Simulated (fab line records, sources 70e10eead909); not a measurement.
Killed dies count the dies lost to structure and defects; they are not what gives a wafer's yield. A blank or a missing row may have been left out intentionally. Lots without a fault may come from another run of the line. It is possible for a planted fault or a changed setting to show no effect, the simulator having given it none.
fab line records / flow nandHarc
record lots=5 wafers=15 lastDay=33
route steps=1302 shown A_BONDPAD@1208
lots that met no fault: from a run of the same line without faults
startH: start of the lot's first displayed wafer, in hours after the record's first day / waitH: time in hours since the lot's previous step / " the same as in the row above / L1.1+2: a single row standing in for several wafers / - no value, or no start given / * or withheld: withheld / < > ~ a bound
route shown NAME@n: names a module that has steps shown in the file, with the first one's number in the route / usual: average and standard deviation across the fault-free wafers / same: alike in all rows / chamber/n: place in a boat / sites: per-site readings / _std_site: the standard deviation of these / _edge_site: inner sites' mean taken away from outer sites' mean / radiusMm: for every site, how far away it sits from the centre of the wafer / mask NAME#n: copy n / behind: tool/chamber where the wafer was last shaped / hold: what put the lot on hold/how long, in hours/how the hold closed / device: transistor that didn't switch, given as n, p or np / end of line: at the end of the route, the tests of the same wafers / step lacking rows: just its recipe / killed: dies lost to structure and defects at the first sort, not the wafer's yield / map: shows each die of a wafer: x if killed, . if not, _ if none is there
set.NAME: the run value of the setting; set.NAME@STEP: its run value at that earlier step / model.NAME: the simulator's own value behind a step, which no gauge read
lots seen at some steps along the route; tables by step, rows by wafer
services: a tool's chamber out of use, with start hour (startH, from the record's first day; less than 0 if before it), hours out, and reason
## steps
# step NHARC_A_BONDPAD_COAT_33
# recipe tempC=200 timeS=65
# step NHARC_A_BONDPAD_COAT_03
# recipe spinRpm=2000 resistThkNm=600
# step NHARC_A_BONDPAD_SOFTBAKE_04
# recipe tempC=125 timeS=70
# step NHARC_A_BONDPAD_EBR_05
# step NHARC_A_BONDPAD_EXPOSE_06
# recipe na=0.55 doseMj=36.99 maskId=A_BPAD
# step NHARC_A_BONDPAD_PEB_07
# recipe pebTempC=128 pebTimeS=80
# step NHARC_A_BONDPAD_DEVELOP_08
# recipe timeS=50 devTempC=22
# step NHARC_A_BONDPAD_CD_MEAS_09
# recipe targetCdNm=500 landingEnergyEv=500
# usual cdNm=500.2/2.3
lot.wafer=L675.1 tool=cdSem-02 chamber=0 startH=584.88 waitH=- cdNm=501.5
lot.wafer=L675.5 tool=cdSem-02 chamber=0 startH=584.88 waitH=- cdNm=499.8
lot.wafer=L675.6 tool=cdSem-02 chamber=0 startH=584.88 waitH=- cdNm=500.1
lot.wafer=L677.1 tool=cdSem-02 chamber=0 startH=615.53 waitH=- cdNm=501.4
lot.wafer=L677.2 tool=cdSem-02 chamber=0 startH=615.53 waitH=- cdNm=499.9
lot.wafer=L677.3 tool=cdSem-02 chamber=0 startH=615.53 waitH=- cdNm=498.9
lot.wafer=L680.1 tool=cdSem-02 chamber=0 startH=648.90 waitH=- cdNm=496.4
lot.wafer=L680.2 tool=cdSem-02 chamber=0 startH=648.90 waitH=- cdNm=495.6
lot.wafer=L680.3 tool=cdSem-02 chamber=0 startH=648.90 waitH=- cdNm=493.4
lot.wafer=L689.1 tool=cdSem-01 chamber=0 startH=732.94 waitH=- cdNm=499.7
lot.wafer=L689.2 tool=cdSem-01 chamber=0 startH=732.94 waitH=- cdNm=504.0
lot.wafer=L689.3 tool=cdSem-01 chamber=0 startH=732.94 waitH=- cdNm=502.5
lot.wafer=L692.1 tool=cdSem-02 chamber=0 startH=751.66 waitH=- cdNm=497.0
lot.wafer=L692.2 tool=cdSem-02 chamber=0 startH=751.66 waitH=- cdNm=497.4
lot.wafer=L692.3 tool=cdSem-02 chamber=0 startH=751.66 waitH=- cdNm=500.4
# step NHARC_A_BONDPAD_OVL_MEAS_35
# usual overlayXNm=-1/6.4 overlayYNm=-1/7.7
lot.wafer=L675.1 tool=overlay-02 chamber=- startH=584.96 waitH=- overlayXNm=6 overlayYNm=6
lot.wafer=L675.5 tool=overlay-02 chamber=- startH=584.96 waitH=- overlayXNm=6 overlayYNm=6
lot.wafer=L675.6 tool=overlay-02 chamber=- startH=584.96 waitH=- overlayXNm=6 overlayYNm=5
lot.wafer=L677.1 tool=overlay-01 chamber=- startH=615.62 waitH=- overlayXNm=-3 overlayYNm=-12
lot.wafer=L677.2 tool=overlay-01 chamber=- startH=615.62 waitH=- overlayXNm=-3 overlayYNm=-12
lot.wafer=L677.3 tool=overlay-01 chamber=- startH=615.62 waitH=- overlayXNm=-2 overlayYNm=-12
lot.wafer=L680.1 tool=overlay-02 chamber=- startH=648.99 waitH=- overlayXNm=-9 overlayYNm=-2
lot.wafer=L680.2 tool=overlay-02 chamber=- startH=648.99 waitH=- overlayXNm=-9 overlayYNm=-2
lot.wafer=L680.3 tool=overlay-02 chamber=- startH=648.99 waitH=- overlayXNm=-9 overlayYNm=-2
lot.wafer=L689.1 tool=overlay-01 chamber=- startH=733.03 waitH=- overlayXNm=-4 overlayYNm=-6
lot.wafer=L689.2 tool=overlay-01 chamber=- startH=733.03 waitH=- overlayXNm=-4 overlayYNm=-6
lot.wafer=L689.3 tool=overlay-01 chamber=- startH=733.03 waitH=- overlayXNm=-5 overlayYNm=-6
lot.wafer=L692.1 tool=overlay-02 chamber=- startH=751.75 waitH=- overlayXNm=-8 overlayYNm=-11
lot.wafer=L692.2 tool=overlay-02 chamber=- startH=751.75 waitH=- overlayXNm=-8 overlayYNm=-11
lot.wafer=L692.3 tool=overlay-02 chamber=- startH=751.75 waitH=- overlayXNm=-8 overlayYNm=-11
# step NHARC_A_BONDPAD_HARDBAKE_10
# recipe tempC=118 timeS=65
# step NHARC_A_BONDPAD_DESCUM_11
# recipe timeS=3 o2FlowSccm=200 arFlowSccm=0 biasPowerW=0 chemistry=O2
# usual chamberPressureMTorr=60.00/0.056 drypumpMotorCurrentA=5.8/0.56 oesProductAu=1.003/0.012 rfVppV=57.6/0.89 showerheadPlenumPTorr=1.86/0.086 throttleValvePct=11.310/0.0092
lot.wafer=L675.1 tool=rieDiel-13 chamber=2 startH=585.10 waitH=- chamberPressureMTorr=60.02 drypumpMotorCurrentA=5.0 oesProductAu=1.020 rfHoursCounterH=2 rfVppV=56.9 showerheadPlenumPTorr=1.79 throttleValvePct=11.305
lot.wafer=L675.6 tool=rieDiel-13 chamber=1 startH=585.10 waitH=- chamberPressureMTorr=59.94 drypumpMotorCurrentA=5.3 oesProductAu=1.003 rfHoursCounterH=- rfVppV=57.8 showerheadPlenumPTorr=1.80 throttleValvePct=11.324
lot.wafer=L675.5 tool=rieDiel-13 chamber=2 startH=585.10 waitH=- chamberPressureMTorr=60.01 drypumpMotorCurrentA=5.0 oesProductAu=1.013 rfHoursCounterH=- rfVppV=56.5 showerheadPlenumPTorr=1.79 throttleValvePct=11.305
lot.wafer=L677.2 tool=rieDiel-10 chamber=3 startH=615.74 waitH=- chamberPressureMTorr=60.18 drypumpMotorCurrentA=6.5 oesProductAu=0.976 rfHoursCounterH=4 rfVppV=57.8 showerheadPlenumPTorr=1.81 throttleValvePct=11.314
lot.wafer=L677.3 tool=rieDiel-10 chamber=0 startH=615.74 waitH=- chamberPressureMTorr=59.98 drypumpMotorCurrentA=6.1 oesProductAu=1.011 rfHoursCounterH=4 rfVppV=58.1 showerheadPlenumPTorr=2.02 throttleValvePct=11.324
lot.wafer=L677.1 tool=rieDiel-10 chamber=2 startH=615.74 waitH=- chamberPressureMTorr=59.98 drypumpMotorCurrentA=6.5 oesProductAu=0.997 rfHoursCounterH=3 rfVppV=56.5 showerheadPlenumPTorr=1.79 throttleValvePct=11.296
lot.wafer=L680.1 tool=rieDiel-13 chamber=2 startH=649.11 waitH=- chamberPressureMTorr=60.01 drypumpMotorCurrentA=5.0 oesProductAu=1.013 rfHoursCounterH=5 rfVppV=56.7 showerheadPlenumPTorr=1.79 throttleValvePct=11.319
lot.wafer=L680.2 tool=rieDiel-13 chamber=0 startH=649.11 waitH=- chamberPressureMTorr=60.15 drypumpMotorCurrentA=5.4 oesProductAu=1.015 rfHoursCounterH=5 rfVppV=57.6 showerheadPlenumPTorr=1.79 throttleValvePct=11.294
lot.wafer=L680.3 tool=rieDiel-13 chamber=1 startH=649.11 waitH=- chamberPressureMTorr=59.99 drypumpMotorCurrentA=5.3 oesProductAu=1.003 rfHoursCounterH=5 rfVppV=56.3 showerheadPlenumPTorr=1.80 throttleValvePct=11.286
lot.wafer=L689.3 tool=rieDiel-10 chamber=2 startH=733.15 waitH=- chamberPressureMTorr=59.94 drypumpMotorCurrentA=6.5 oesProductAu=0.978 rfHoursCounterH=21 rfVppV=57.7 showerheadPlenumPTorr=1.79 throttleValvePct=11.307
lot.wafer=L689.2 tool=rieDiel-10 chamber=3 startH=733.15 waitH=- chamberPressureMTorr=59.95 drypumpMotorCurrentA=6.6 oesProductAu=0.989 rfHoursCounterH=20 rfVppV=56.7 showerheadPlenumPTorr=1.80 throttleValvePct=11.301
lot.wafer=L689.1 tool=rieDiel-10 chamber=1 startH=733.15 waitH=- chamberPressureMTorr=59.98 drypumpMotorCurrentA=6.0 oesProductAu=1.014 rfHoursCounterH=21 rfVppV=57.3 showerheadPlenumPTorr=1.95 throttleValvePct=11.297
lot.wafer=L692.1 tool=rieDiel-10 chamber=2 startH=751.89 waitH=- chamberPressureMTorr=59.97 drypumpMotorCurrentA=6.5 oesProductAu=0.984 rfHoursCounterH=23 rfVppV=57.1 showerheadPlenumPTorr=1.79 throttleValvePct=11.297
lot.wafer=L692.2 tool=rieDiel-10 chamber=3 startH=751.89 waitH=- chamberPressureMTorr=59.96 drypumpMotorCurrentA=6.6 oesProductAu=0.982 rfHoursCounterH=21 rfVppV=56.6 showerheadPlenumPTorr=1.80 throttleValvePct=11.298
lot.wafer=L692.3 tool=rieDiel-10 chamber=0 startH=751.89 waitH=- chamberPressureMTorr=60.04 drypumpMotorCurrentA=6.1 oesProductAu=0.997 rfHoursCounterH=22 rfVppV=58.1 showerheadPlenumPTorr=2.01 throttleValvePct=11.309
# step NHARC_A_BONDPAD_ETCH_34
# recipe targetDepthA=600 overetchA=180 timeS=65.91 ionEnergyEv=200 n2FlowSccm=150 h2FlowSccm=150 arFlowSccm=0 rfW=400 biasW=150 chemistry=N2/H2
# usual chamberPressureMTorr=30.002/0.026 drypumpMotorCurrentA=5.8/0.54 h2FlowSccm=150.0/0.49 oesProductAu=1.002/0.01 rfVppV=429.1/2.8 runLengthS=87.0/0.41 showerheadPlenumPTorr=1.99/0.096 throttleValvePct=14.171/0.0087
lot.wafer=L675.1 tool=rieDiel-13 chamber=1 startH=585.18 waitH=0.1 chamberPressureMTorr=30.001 drypumpMotorCurrentA=5.3 h2FlowSccm=149.8 oesProductAu=0.998 rfHoursCounterH=2 rfVppV=426.7 runLengthS=87.2 showerheadPlenumPTorr=1.92 throttleValvePct=14.182
lot.wafer=L675.5 tool=rieDiel-13 chamber=0 startH=585.18 waitH=0.1 chamberPressureMTorr=29.969 drypumpMotorCurrentA=5.3 h2FlowSccm=149.9 oesProductAu=1.019 rfHoursCounterH=- rfVppV=426.2 runLengthS=87.7 showerheadPlenumPTorr=1.91 throttleValvePct=14.157
lot.wafer=L675.6 tool=rieDiel-13 chamber=1 startH=585.18 waitH=0.1 chamberPressureMTorr=30.044 drypumpMotorCurrentA=5.3 h2FlowSccm=149.5 oesProductAu=0.994 rfHoursCounterH=- rfVppV=428.2 runLengthS=87.5 showerheadPlenumPTorr=1.92 throttleValvePct=14.173
lot.wafer=L677.1 tool=rieDiel-10 chamber=1 startH=615.83 waitH=0.1 chamberPressureMTorr=30.033 drypumpMotorCurrentA=6.0 h2FlowSccm=150.3 oesProductAu=1.011 rfHoursCounterH=3 rfVppV=431.3 runLengthS=86.9 showerheadPlenumPTorr=2.09 throttleValvePct=14.166
lot.wafer=L677.2 tool=rieDiel-10 chamber=2 startH=615.83 waitH=0.1 chamberPressureMTorr=29.988 drypumpMotorCurrentA=6.5 h2FlowSccm=149.5 oesProductAu=0.991 rfHoursCounterH=3 rfVppV=426.6 runLengthS=87.4 showerheadPlenumPTorr=1.91 throttleValvePct=14.181
lot.wafer=L677.3 tool=rieDiel-10 chamber=3 startH=615.83 waitH=0.1 chamberPressureMTorr=30.021 drypumpMotorCurrentA=6.6 h2FlowSccm=150.0 oesProductAu=0.981 rfHoursCounterH=4 rfVppV=427.2 runLengthS=87.2 showerheadPlenumPTorr=1.92 throttleValvePct=14.180
lot.wafer=L680.3 tool=rieDiel-13 chamber=1 startH=649.20 waitH=0.1 chamberPressureMTorr=29.994 drypumpMotorCurrentA=5.3 h2FlowSccm=150.5 oesProductAu=0.999 rfHoursCounterH=5 rfVppV=426.5 runLengthS=87.2 showerheadPlenumPTorr=1.91 throttleValvePct=14.193
lot.wafer=L680.1 tool=rieDiel-13 chamber=2 startH=649.20 waitH=0.1 chamberPressureMTorr=30.053 drypumpMotorCurrentA=5.0 h2FlowSccm=150.8 oesProductAu=1.016 rfHoursCounterH=5 rfVppV=425.6 runLengthS=86.7 showerheadPlenumPTorr=1.91 throttleValvePct=14.168
lot.wafer=L680.2 tool=rieDiel-13 chamber=3 startH=649.20 waitH=0.1 chamberPressureMTorr=29.978 drypumpMotorCurrentA=5.4 h2FlowSccm=150.4 oesProductAu=1.006 rfHoursCounterH=4 rfVppV=429.9 runLengthS=86.8 showerheadPlenumPTorr=1.99 throttleValvePct=14.177
lot.wafer=L689.1 tool=rieDiel-10 chamber=0 startH=733.24 waitH=0.1 chamberPressureMTorr=29.963 drypumpMotorCurrentA=6.1 h2FlowSccm=149.9 oesProductAu=1.009 rfHoursCounterH=21 rfVppV=434.8 runLengthS=86.6 showerheadPlenumPTorr=2.15 throttleValvePct=14.154
lot.wafer=L689.2 tool=rieDiel-10 chamber=1 startH=733.24 waitH=0.1 chamberPressureMTorr=30.021 drypumpMotorCurrentA=6.0 h2FlowSccm=149.3 oesProductAu=1.012 rfHoursCounterH=21 rfVppV=432.3 runLengthS=86.8 showerheadPlenumPTorr=2.08 throttleValvePct=14.164
lot.wafer=L689.3 tool=rieDiel-10 chamber=2 startH=733.24 waitH=0.1 chamberPressureMTorr=29.987 drypumpMotorCurrentA=6.5 h2FlowSccm=149.0 oesProductAu=0.997 rfHoursCounterH=21 rfVppV=427.7 runLengthS=87.0 showerheadPlenumPTorr=1.90 throttleValvePct=14.179
lot.wafer=L692.3 tool=rieDiel-10 chamber=0 startH=751.96 waitH=0.1 chamberPressureMTorr=29.997 drypumpMotorCurrentA=6.1 h2FlowSccm=149.9 oesProductAu=0.988 rfHoursCounterH=22 rfVppV=432.2 runLengthS=86.7 showerheadPlenumPTorr=2.15 throttleValvePct=14.167
lot.wafer=L692.2 tool=rieDiel-10 chamber=1 startH=751.96 waitH=0.1 chamberPressureMTorr=30.023 drypumpMotorCurrentA=6.0 h2FlowSccm=149.5 oesProductAu=1.002 rfHoursCounterH=22 rfVppV=431.2 runLengthS=87.0 showerheadPlenumPTorr=2.08 throttleValvePct=14.158
lot.wafer=L692.1 tool=rieDiel-10 chamber=3 startH=751.96 waitH=0.1 chamberPressureMTorr=29.949 drypumpMotorCurrentA=6.6 h2FlowSccm=149.4 oesProductAu=0.985 rfHoursCounterH=21 rfVppV=428.3 runLengthS=87.3 showerheadPlenumPTorr=1.92 throttleValvePct=14.164
# step NHARC_A_BONDPAD_ETCH_12
# recipe targetDepthA=2200 timeS=110 chf3FlowSccm=50 o2FlowSccm=10 arFlowSccm=200 rfW=500 biasW=200 chemistry=CHF3/O2
# usual chamberPressureMTorr=24.997/0.024 drypumpMotorCurrentA=5.8/0.56 oesProductAu=0.947/0.026 rfVppV=369.1/2.5 runLengthS=131.1/0.44 showerheadPlenumPTorr=2.34/0.1 throttleValvePct=20.573/0.0084
lot.wafer=L675.1 tool=rieDiel-13 chamber=2 startH=585.27 waitH=- chamberPressureMTorr=24.998 drypumpMotorCurrentA=5.0 oesProductAu=0.971 rfHoursCounterH=2 rfVppV=367.4 runLengthS=130.7 showerheadPlenumPTorr=2.26 throttleValvePct=20.574
lot.wafer=L675.5 tool=rieDiel-13 chamber=1 startH=585.27 waitH=- chamberPressureMTorr=24.983 drypumpMotorCurrentA=5.3 oesProductAu=0.950 rfHoursCounterH=- rfVppV=367.9 runLengthS=131.5 showerheadPlenumPTorr=2.27 throttleValvePct=20.583
lot.wafer=L675.6 tool=rieDiel-13 chamber=2 startH=585.27 waitH=- chamberPressureMTorr=24.991 drypumpMotorCurrentA=5.0 oesProductAu=0.962 rfHoursCounterH=- rfVppV=367.0 runLengthS=130.3 showerheadPlenumPTorr=2.26 throttleValvePct=20.568
lot.wafer=L677.2 tool=rieDiel-10 chamber=1 startH=615.93 waitH=- chamberPressureMTorr=25.006 drypumpMotorCurrentA=6.0 oesProductAu=0.978 rfHoursCounterH=3 rfVppV=372.4 runLengthS=130.8 showerheadPlenumPTorr=2.46 throttleValvePct=20.572
lot.wafer=L677.3 tool=rieDiel-10 chamber=2 startH=615.93 waitH=- chamberPressureMTorr=25.008 drypumpMotorCurrentA=6.5 oesProductAu=0.974 rfHoursCounterH=3 rfVppV=368.9 runLengthS=131.4 showerheadPlenumPTorr=2.26 throttleValvePct=20.572
lot.wafer=L677.1 tool=rieDiel-10 chamber=3 startH=615.93 waitH=- chamberPressureMTorr=25.015 drypumpMotorCurrentA=6.6 oesProductAu=0.945 rfHoursCounterH=4 rfVppV=369.3 runLengthS=131.5 showerheadPlenumPTorr=2.27 throttleValvePct=20.580
lot.wafer=L680.2 tool=rieDiel-13 chamber=0 startH=649.29 waitH=- chamberPressureMTorr=24.991 drypumpMotorCurrentA=5.4 oesProductAu=0.989 rfHoursCounterH=5 rfVppV=368.6 runLengthS=122.6 showerheadPlenumPTorr=2.25 throttleValvePct=20.565
lot.wafer=L680.1 tool=rieDiel-13 chamber=1 startH=649.29 waitH=- chamberPressureMTorr=25.015 drypumpMotorCurrentA=5.3 oesProductAu=0.976 rfHoursCounterH=5 rfVppV=367.5 runLengthS=131.8 showerheadPlenumPTorr=2.26 throttleValvePct=20.562
lot.wafer=L680.3 tool=rieDiel-13 chamber=2 startH=649.29 waitH=- chamberPressureMTorr=25.027 drypumpMotorCurrentA=5.0 oesProductAu=0.974 rfHoursCounterH=5 rfVppV=367.6 runLengthS=130.3 showerheadPlenumPTorr=2.26 throttleValvePct=20.574
lot.wafer=L689.1 tool=rieDiel-10 chamber=1 startH=733.33 waitH=- chamberPressureMTorr=24.984 drypumpMotorCurrentA=6.0 oesProductAu=0.933 rfHoursCounterH=21 rfVppV=372.4 runLengthS=130.9 showerheadPlenumPTorr=2.45 throttleValvePct=20.571
lot.wafer=L689.3 tool=rieDiel-10 chamber=3 startH=733.33 waitH=- chamberPressureMTorr=24.959 drypumpMotorCurrentA=6.5 oesProductAu=0.912 rfHoursCounterH=20 rfVppV=367.9 runLengthS=131.4 showerheadPlenumPTorr=2.27 throttleValvePct=20.567
lot.wafer=L689.2 tool=rieDiel-10 chamber=0 startH=733.33 waitH=- chamberPressureMTorr=25.073 drypumpMotorCurrentA=6.1 oesProductAu=0.923 rfHoursCounterH=21 rfVppV=373.4 runLengthS=130.6 showerheadPlenumPTorr=2.52 throttleValvePct=20.574
lot.wafer=L692.1 tool=rieDiel-10 chamber=3 startH=752.06 waitH=- chamberPressureMTorr=24.955 drypumpMotorCurrentA=6.6 oesProductAu=0.959 rfHoursCounterH=21 rfVppV=367.8 runLengthS=131.4 showerheadPlenumPTorr=2.27 throttleValvePct=20.560
lot.wafer=L692.3 tool=rieDiel-10 chamber=0 startH=752.06 waitH=- chamberPressureMTorr=24.997 drypumpMotorCurrentA=6.1 oesProductAu=0.978 rfHoursCounterH=22 rfVppV=370.4 runLengthS=130.5 showerheadPlenumPTorr=2.52 throttleValvePct=20.583
lot.wafer=L692.2 tool=rieDiel-10 chamber=1 startH=752.06 waitH=- chamberPressureMTorr=24.956 drypumpMotorCurrentA=6.0 oesProductAu=0.966 rfHoursCounterH=22 rfVppV=370.9 runLengthS=131.1 showerheadPlenumPTorr=2.45 throttleValvePct=20.564
# step NHARC_A_BONDPAD_CD_MEAS_13
# usual cdNm=499.8/2.6
lot.wafer=L675.1 tool=cdSem-02 chamber=- startH=585.40 waitH=- cdNm=499.6
lot.wafer=L675.5 tool=cdSem-02 chamber=- startH=585.40 waitH=- cdNm=498.0
lot.wafer=L675.6 tool=cdSem-02 chamber=- startH=585.40 waitH=- cdNm=499.2
lot.wafer=L677.1 tool=cdSem-01 chamber=- startH=616.06 waitH=- cdNm=501.5
lot.wafer=L677.2 tool=cdSem-01 chamber=- startH=616.06 waitH=- cdNm=500.5
lot.wafer=L677.3 tool=cdSem-01 chamber=- startH=616.06 waitH=- cdNm=498.6
lot.wafer=L680.1 tool=cdSem-02 chamber=- startH=649.43 waitH=- cdNm=496.1
lot.wafer=L680.2 tool=cdSem-02 chamber=- startH=649.43 waitH=- cdNm=496.2
lot.wafer=L680.3 tool=cdSem-02 chamber=- startH=649.43 waitH=- cdNm=492.5
lot.wafer=L689.1 tool=cdSem-02 chamber=- startH=733.47 waitH=- cdNm=498.3
lot.wafer=L689.2 tool=cdSem-02 chamber=- startH=733.47 waitH=- cdNm=502.3
lot.wafer=L689.3 tool=cdSem-02 chamber=- startH=733.47 waitH=- cdNm=500.4
lot.wafer=L692.1 tool=cdSem-02 chamber=- startH=752.19 waitH=- cdNm=496.1
lot.wafer=L692.2 tool=cdSem-02 chamber=- startH=752.19 waitH=- cdNm=496.5
lot.wafer=L692.3 tool=cdSem-02 chamber=- startH=752.19 waitH=- cdNm=500.0
## services
tool=rieDiel-10 chamber=0 startH=575.75 hours=- kind=clean
tool=rieDiel-10 chamber=1 startH=575.75 hours=- kind=clean
tool=rieDiel-10 chamber=2 startH=575.75 hours=- kind=clean
tool=rieDiel-10 chamber=3 startH=575.75 hours=- kind=clean
tool=rieDiel-10 chamber=3 startH=584.32 hours=14.6 kind=repair
tool=rieDiel-10 chamber=- startH=596.77 hours=9.0 kind=pm
tool=rieDiel-10 chamber=0 startH=596.77 hours=9.0 kind=ventCycle
tool=rieDiel-10 chamber=1 startH=596.77 hours=9.0 kind=ventCycle
tool=rieDiel-10 chamber=2 startH=596.77 hours=9.0 kind=ventCycle
tool=rieDiel-10 chamber=0 startH=605.77 hours=- kind=clean
tool=rieDiel-10 chamber=1 startH=605.77 hours=- kind=clean
tool=rieDiel-10 chamber=2 startH=605.77 hours=- kind=clean
tool=rieDiel-10 chamber=3 startH=605.77 hours=- kind=clean
tool=rieDiel-10 chamber=0 startH=630.27 hours=- kind=clean
tool=rieDiel-10 chamber=1 startH=630.27 hours=- kind=clean
tool=rieDiel-10 chamber=2 startH=630.27 hours=- kind=clean
tool=rieDiel-10 chamber=3 startH=630.27 hours=- kind=clean
tool=rieDiel-10 chamber=3 startH=632.89 hours=4.0 kind=repair
tool=rieDiel-10 chamber=0 startH=654.77 hours=- kind=clean
tool=rieDiel-13 chamber=3 startH=659.73 hours=5.7 kind=repair
tool=rieDiel-13 chamber=3 startH=671.16 hours=2.4 kind=repair
tool=rieDiel-13 chamber=- startH=696.00 hours=9.0 kind=pm
tool=rieDiel-13 chamber=2 startH=705.68 hours=5.1 kind=repair
tool=rieDiel-13 chamber=1 startH=750.57 hours=4.8 kind=repair
## key
firstSign step=NHARC_A_BONDPAD_ETCH_12 reading=runLengthS direction=down sigmas=19 usual=* struck=*
effect none on later readings
metAt NHARC_A_BONDPAD_ETCH_12
struckWafers L680.2
sortLeftOut L680.2
fault kind=processParameterDrift tool=rieDiel-13 chamber=0 onsetH=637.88 steps=NHARC_A_BONDPAD_ETCH_12 channel=timeS offset=* shape=step endH=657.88 actsIn=* stated=*
# sortLeftOut: the simulated sort isn't trusted on such a fault, so these wafers' sort isn't shown, and their yield isn't known
